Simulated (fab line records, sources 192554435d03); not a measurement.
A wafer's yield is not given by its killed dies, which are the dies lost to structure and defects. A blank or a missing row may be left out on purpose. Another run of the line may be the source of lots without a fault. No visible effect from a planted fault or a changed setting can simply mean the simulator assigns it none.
A lot that was struck, set against a sound lot    flow n5Finfet    36 steps out of a route of 1938
Sound: these wafers, L925.1, L925.4, L925.6. Wafers L924.1, L924.3, L924.4 were the ones struck. The cause is named last.
For every step that has rows: the tool of each side, followed by ch and its chambers, followed by its first start. Under that, the readings that differ: sound wafers    struck wafers    difference of the means    sigmas: that difference in standard deviations of wafers without a fault.
alike: a reading whose means differ by less than 2 such deviations, as well as words and numbers matching on both sides. not compared: withheld readings; readings where some wafer has no value; bounds like >300 that might hide an equal value; numbers whose values overlap and for which the record gives no deviation.
The two part at a step that has a row with sigmas, a row that says differs or no value, or rows on one side only. When numbers do not overlap yet have no deviation, they are printed without sigmas and do not part them. A reading that every wafer of one side lacks parts them only if that side has two wafers or more.

first, 9 steps without rows for these wafers: N5_STI_FIN_REVEAL_PRECLEAN_18 (cleans in SC2, time 45 s); N5_STI_FIN_REVEAL_SRD_28 (time 30 s); N5_DUMMY_GATE_PRECLEAN_00 (cleans in O3/DIW, time 60 s); N5_DUMMY_GATE_SRD_01 (time 30 s); N5_DUMMY_GATE_ALD_02 (deposits SiO2, target thk 2 nm, pulse time 1 s); N5_DUMMY_GATE_CVD_03 (deposits a-Si from SiH4, target thk 150 nm, time 8042 s); N5_DUMMY_GATE_PRECLEAN_46 (cleans in DIW, time 89.5 s); N5_DUMMY_GATE_SRD_47 (dry time 32 s); N5_DUMMY_GATE_CMP_04 (polishes a-Si).
N5_DUMMY_GATE_HM_DEP_06: deposits SiNx from DCS/NH3, target thk 80 nm, time 5141 s.
  sound on lpcvd-02 ch 0/40,0/54,0/64, day 5 14:25; struck on lpcvd-01 ch 1/100,1/104,1/90, day 5 06:24
reading                                        sound              struck             difference  sigmas
spikeTcBottomC (C)                             717.1 717.1 717.1  723.3 723.3 723.3  +6.2        +2
spikeTcLowerC (C)                              700.2 700.2 700.2  701.7 701.7 701.7  +1.5        +2
model.SiNx_of_DUMMY_GATE_HM_DEP_06.thkNm (nm)  81.2 80.6 81.8     104.6 104.2 104.2  +23.1       
  alike: spikeTcCentreC, zonePowerUpperPct
then, 24 steps without rows for these wafers: N5_DUMMY_GATE_PECVD_30 (deposits SiO2 from TEOS/O2, target thk 55 nm, time 10.8 s); N5_DUMMY_GATE_COAT_34 (time 60 s, resist thk 60 nm); N5_DUMMY_GATE_COAT_35 (time 60 s, resist thk 10 nm); N5_DUMMY_GATE_COAT_28 (time 60 s, resist thk 10 nm); N5_DUMMY_GATE_COAT_09 (resist thk 30 nm); N5_DUMMY_GATE_EBR_11; N5_DUMMY_GATE_SOFTBAKE_10 (time 60 s); N5_DUMMY_GATE_EXPOSE_12 (exposes mask GATE, target cd 25 nm); N5_DUMMY_GATE_PEB_13 (peb time 60 s); N5_DUMMY_GATE_DEVELOP_14 (develop time 30 s); N5_DUMMY_GATE_DESCUM_20 (chemistry O2, time 6.2 s); N5_DUMMY_GATE_ETCH_29 (etches underlayer in N2/H2, target depth 13 nm); N5_DUMMY_GATE_ETCH_36 (etches SiARC in CF4, target depth 13 nm); N5_DUMMY_GATE_ETCH_37 (etches SOC in N2/H2, target depth 60 nm, overetch 30 nm); N5_DUMMY_GATE_STRIP_38 (strips in N2/H2); N5_DUMMY_GATE_STRIP_39 (strips in N2/H2); N5_DUMMY_GATE_TRIM_49 (chemistry O2, time 29 s, target cd 14 nm); N5_DUMMY_GATE_STRIP_40 (strips in CF4); N5_DUMMY_GATE_ETCH_31 (etches SiO2 in C4F6/O2, target depth 82.5 nm, time 27.5 s); N5_DUMMY_GATE_STRIP_41 (strips in O2); N5_DUMMY_GATE_HM_OPEN_21 (chemistry CH3F/O2, target SiNx, target depth 120 nm, time 171.4 s); N5_DUMMY_GATE_ETCH_32 (etches SiO2 in CF4, target depth 3.5 nm, time 3.9 s); N5_DUMMY_GATE_ETCH_23 (etches poly-Si in HBr/Cl2/O2, target depth 41 nm, time 22.3 s); N5_DUMMY_GATE_ETCH_44 (etches poly-Si in HBr/O2, stops on SiO2, target depth 127.5 nm).
N5_ILD0_CMP_03: polishes, stops on SiNx, t overpolish 1.9 s, target thk 197.38 nm.
  sound on cmp-01 ch 2,3, day 6 10:24; struck on cmp-02 ch 1,2,3, day 6 01:19
reading                                        sound           struck             difference  sigmas
model.SiNx_of_DUMMY_GATE_HM_DEP_06.thkNm (nm)  78.2 77.6 78.8  101.4 101.2 101.2  +23.1       
  alike: motorCurrentA, overpolishRunS, timeToEndpointS
-- the record jumps here: 10 days lie between the struck wafers' starts before and after (it left off in module ILD0 and takes up again in module PASSIVATION, whose first step shown is number 1936 of the route) --
N5_PASSIVATION_PROBE_49:
  sound: prober-01 at day 16 07:07; struck: prober-02 at day 15 19:52
  alike: killed_at_M0_to_M3, killed_at_M4_up, killedAtContacts, killedAtFrontEnd, killedAtOther, killedDies, killedOpen, killedShort

WHERE THEY PART
Within this record, at N5_DUMMY_GATE_HM_DEP_06 only. Later steps at which nothing parts them and some readings are alike: N5_ILD0_CMP_03, N5_PASSIVATION_PROBE_49.

WHY: whatever the simulator had introduced
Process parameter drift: lpcvd-01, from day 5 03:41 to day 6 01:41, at N5_DUMMY_GATE_HM_DEP_06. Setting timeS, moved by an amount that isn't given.
